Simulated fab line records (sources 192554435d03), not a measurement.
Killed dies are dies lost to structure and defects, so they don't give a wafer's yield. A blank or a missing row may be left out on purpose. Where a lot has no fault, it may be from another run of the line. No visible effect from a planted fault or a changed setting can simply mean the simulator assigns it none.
The tool behind it: which one? | flow n5-finfet | 24 lots, 72 wafers sampled, at 5 steps of a route of 1938

WHAT THE GAUGES SHOWED, per wafer
N5_SDB_THK_MEAS_31.
lot  | measured    | on            | SDB_THK (nm)
L074 | day 4 02:36 | film-metro-01 | 64.2 65.9 65.1
L075 | day 4 09:31 | film-metro-02 | 63.9 64.3 64.9
L076 | day 4 12:23 | film-metro-02 | 64.8 64.9 67.2
L077 | day 5 01:29 | film-metro-02 | 64.7 63.1 62.0
L078 | day 5 05:11 | film-metro-02 | 63.4 63.6 64.5
L079 | day 5 11:44 | film-metro-01 | 64.7 64.7 63.1
L080 | day 5 13:48 | film-metro-01 | 65.3 66.6 64.9
L081 | day 5 18:11 | film-metro-02 | 64.5 63.3 64.6
L082 | day 6 01:17 | film-metro-02 | 64.4 64.8 65.5
L083 | day 6 04:37 | film-metro-02 | 62.5 64.5 63.2
L084 | day 6 10:34 | film-metro-02 | 64.5 65.2 64.2
L085 | day 6 18:50 | film-metro-01 | 61.2 63.1 61.8
L086 | day 6 22:11 | film-metro-02 | 63.1 64.3 63.5
L087 | day 7 04:40 | film-metro-02 | 64.2 63.3 64.5
L088 | day 7 08:52 | film-metro-01 | 63.1 63.1 64.6
L089 | day 7 19:18 | film-metro-01 | 64.5 65.4 64.0
L090 | day 8 05:58 | film-metro-01 | 63.7 63.9 64.5
L091 | day 8 07:08 | film-metro-01 | 63.4 62.5 63.5
L092 | day 8 14:58 | film-metro-02 | 65.5 64.0 64.2
L093 | day 8 19:16 | film-metro-02 | 64.5 66.8 65.6
L095 | day 9 05:17 | film-metro-01 | 64.4 66.1 67.0
L094 | day 9 05:55 | film-metro-02 | 63.7 64.3 64.7
L096 | day 9 12:22 | film-metro-01 | 65.1 65.0 64.3
L097 | day 9 17:15 | film-metro-02 | 65.4 65.7 64.9

N5_HKMG_FIN_CD_MEAS_49: target cd 202 nm.
lot  | measured    | on        | cd-nm (nm)
L074 | day 4 04:22 | cd-sem-01 | 202.1 202.1 200.3
L075 | day 4 10:58 | cd-sem-03 | 199.9 201.2 202.4
L076 | day 4 13:57 | cd-sem-03 | 202.3 201.2 200.6
L077 | day 5 03:14 | cd-sem-02 | 201.8 200.8 201.8
L078 | day 5 07:08 | cd-sem-01 | 202.2 202.1 202.4
L079 | day 5 13:12 | cd-sem-03 | 201.0 200.3 200.5
L080 | day 5 15:22 | cd-sem-03 | 201.1 202.1 202.4
L081 | day 5 19:46 | cd-sem-01 | 202.2 201.8 202.0
L082 | day 6 03:14 | cd-sem-02 | 201.8 202.0 201.9
L083 | day 6 06:18 | cd-sem-03 | 201.8 201.0 200.9
L084 | day 6 12:08 | cd-sem-03 | 202.5 201.6 202.8
L085 | day 6 20:39 | cd-sem-02 | 202.6 201.8 201.8
L086 | day 6 23:55 | cd-sem-02 | 202.9 203.4 202.4
L087 | day 7 06:13 | cd-sem-01 | 202.3 202.4 203.5
L088 | day 7 11:04 | cd-sem-03 | 201.3 201.0 202.2
L089 | day 7 21:05 | cd-sem-01 | 201.3 202.2 203.0
L090 | day 8 07:43 | cd-sem-01 | 201.5 202.3 203.2
L091 | day 8 08:43 | cd-sem-01 | 200.2 200.1 201.1
L092 | day 8 16:50 | cd-sem-03 | 201.2 200.6 202.0
L093 | day 8 20:43 | cd-sem-03 | 203.4 203.8 203.9
L095 | day 9 06:47 | cd-sem-02 | 201.3 201.4 201.7
L094 | day 9 07:23 | cd-sem-03 | 201.5 200.8 201.3
L096 | day 9 13:56 | cd-sem-01 | 200.2 201.3 201.7
L097 | day 9 18:49 | cd-sem-01 | 202.5 201.3 202.4

N5_HKMG_FIN_INSPECT_61: inspects for defects (macro).
lot  | measured    | on                | raw-defect-count
L074 | day 4 04:25 | defect-inspect-01 | 2 3 3
L075 | day 4 11:01 | defect-inspect-01 | 2 1 1
L076 | day 4 14:00 | defect-inspect-01 | 3 4 3
L077 | day 5 03:18 | defect-inspect-02 | 3 3 1
L078 | day 5 07:11 | defect-inspect-01 | 3 0 1
L079 | day 5 13:15 | defect-inspect-01 | 4 2 3
L080 | day 5 15:25 | defect-inspect-01 | 0 2 0
L081 | day 5 19:49 | defect-inspect-02 | 1 3 3
L082 | day 6 03:17 | defect-inspect-02 | 3 3 2
L083 | day 6 06:22 | defect-inspect-01 | 1 5 3
L084 | day 6 12:11 | defect-inspect-01 | 2 2 3
L085 | day 6 20:43 | defect-inspect-01 | 1 4 5
L086 | day 6 23:58 | defect-inspect-01 | 0 0 3
L087 | day 7 06:17 | defect-inspect-02 | 5 1 0
L088 | day 7 11:08 | defect-inspect-02 | 6 2 0
L089 | day 7 21:08 | defect-inspect-01 | 2 1 1
L090 | day 8 07:46 | defect-inspect-02 | 4 0 2
L091 | day 8 08:46 | defect-inspect-01 | 1 1 5
L092 | day 8 16:53 | defect-inspect-01 | 2 3 3
L093 | day 8 20:46 | defect-inspect-01 | 0 3 0
L095 | day 9 06:50 | defect-inspect-01 | 5 1 6
L094 | day 9 07:26 | defect-inspect-01 | 1 1 3
L096 | day 9 14:00 | defect-inspect-02 | 4 2 1
L097 | day 9 18:52 | defect-inspect-01 | 2 2 1

N5_HKMG_FIN_INSPECT_14: inspects for defects (macro).
lot  | measured    | on                | raw-defect-count
L074 | day 4 07:47 | defect-inspect-01 | 2 3 2
L075 | day 4 15:13 | defect-inspect-02 | 3 1 2
L076 | day 4 17:22 | defect-inspect-02 | 1 2 3
L077 | day 5 06:39 | defect-inspect-01 | 2 2 0
L078 | day 5 10:52 | defect-inspect-02 | 3 2 2
L079 | day 5 17:05 | defect-inspect-01 | 2 0 3
L080 | day 5 18:55 | defect-inspect-02 | 3 1 0
L081 | day 5 23:33 | defect-inspect-01 | 1 3 2
L082 | day 6 06:44 | defect-inspect-01 | 4 2 3
L083 | day 6 10:08 | defect-inspect-01 | 0 2 2
L084 | day 6 15:43 | defect-inspect-02 | 0 5 1
L085 | day 6 23:57 | defect-inspect-01 | 3 1 2
L086 | day 7 04:28 | defect-inspect-02 | 3 1 0
L087 | day 7 09:38 | defect-inspect-01 | 2 3 2
L088 | day 7 14:44 | defect-inspect-01 | 0 1 3
L089 | day 8 00:23 | defect-inspect-01 | 3 3 4
L090 | day 8 11:01 | defect-inspect-02 | 3 1 1
L091 | day 8 12:19 | defect-inspect-01 | 1 2 4
L092 | day 8 20:10 | defect-inspect-02 | 1 4 1
L093 | day 9 00:17 | defect-inspect-02 | 2 0 2
L095 | day 9 10:05 | defect-inspect-02 | 1 1 2
L094 | day 9 11:07 | defect-inspect-02 | 2 4 5
L096 | day 9 17:25 | defect-inspect-02 | 0 2 1
L097 | day 9 22:08 | defect-inspect-02 | 1 1 1

EACH LOT AND THE TOOL THAT RAN IT (in order: tool; ch and the chambers of the sampled wafers; start)
lot  | N5_SDB_ALD_29
L074 | ald-sin-01 ch 0,1,2, day 3 23:34
L075 | ald-sin-02 ch 0,1, day 4 06:29
L076 | ald-sin-01 ch 1,2,3, day 4 09:22
L077 | ald-sin-03 ch 0,1,3, day 4 22:27
L078 | ald-sin-03 ch 0,1,3, day 5 02:09
L079 | ald-sin-01 ch 1,2,3, day 5 08:35
L080 | ald-sin-03 ch 0,1,3, day 5 10:47
L081 | ald-sin-03 ch 0,3, day 5 13:48
L082 | ald-sin-02 ch 0,1,3, day 5 22:16
L083 | ald-sin-03 ch 2,3, day 6 01:35
L084 | ald-sin-03 ch 0,2,3, day 6 07:33
L085 | ald-sin-02 ch 0,1,2, day 6 15:49
L086 | ald-sin-03 ch 0,1, day 6 19:10
L087 | ald-sin-03 ch 0,1,3, day 7 01:38
L088 | ald-sin-03 ch 0,2,3, day 7 05:50
L089 | ald-sin-02 ch 0,2, day 7 15:58
L090 | ald-sin-02 ch 0,1,3, day 8 02:56
L091 | ald-sin-01 ch 2,3, day 8 04:07
L092 | ald-sin-03 ch 0,2,3, day 8 11:56
L093 | ald-sin-03 ch 0,1,3, day 8 16:14
L095 | ald-sin-01 ch 0,2,3, day 9 02:16
L094 | ald-sin-02 ch 0,2, day 9 02:53
L096 | ald-sin-03 ch 1,3, day 9 09:20
L097 | ald-sin-01 ch 0,2, day 9 14:13
- N5_SDB_ALD_29: deposits SiNx, target thk 30 nm, pulse time 1 s, ald cycles 600.

WHAT THE TOOLS THEMSELVES READ (means of the sampled wafers that have a number; where no wafer has one, the mark that the record gives instead)
N5_SDB_ALD_29.
lot  | tool       | heater-power-w (W) | precursor-pulse-height-rel
L074 | ald-sin-01 | 813                | 0.998
L075 | ald-sin-02 | 756                | 0.999
L076 | ald-sin-01 | 813                | 1.021
L077 | ald-sin-03 | 813                | 0.996
L078 | ald-sin-03 | 818                | 0.982
L079 | ald-sin-01 | 814                | 1.007
L080 | ald-sin-03 | 817                | 0.994
L081 | ald-sin-03 | 873                | 0.995
L082 | ald-sin-02 | 737                | 0.991
L083 | ald-sin-03 | 803                | 1.002
L084 | ald-sin-03 | 828                | 1.016
L085 | ald-sin-02 | 789                | 0.988
L086 | ald-sin-03 | 857                | 0.996
L087 | ald-sin-03 | 828                | 0.999
L088 | ald-sin-03 | 843                | 0.978
L089 | ald-sin-02 | 819                | 1.001
L090 | ald-sin-02 | 761                | 1.007
L091 | ald-sin-01 | 829                | 1.001
L092 | ald-sin-03 | 841                | 0.989
L093 | ald-sin-03 | 819                | 0.996
L095 | ald-sin-01 | 868                | 1.018
L094 | ald-sin-02 | 822                | 0.996
L096 | ald-sin-03 | 770                | 1.002
L097 | ald-sin-01 | 898                | 1.000

THE ANSWER, worked out from the rows above alone
Rule: what is usual is taken from the lots themselves. The widest of any qualifying gaps counts: lots, ordered by their means at a reading, are off when they make up no more than a third of the lots, leave a main group of 4 or more, and stand apart from it by 3 or more times the standard deviation of that group's means. The tables above print the reading to a certain number of digits; a main group whose means all agree to those digits is not used. A lot without any number at a reading at which 4 lots or more have one is off too. All remaining lots with rows at the step are treated as sound. After the gauges, taken in route order, come the tools' own readings; for these a lot's mean is taken, as printed above. The first step at which some lot is off is used, and at that step the reading that is off furthest; a lot without a number counts as furthest.
Across all readings shown, no lot is off: no conclusion can be drawn from this.

WHAT WAS PUT IN BY THE SIMULATOR
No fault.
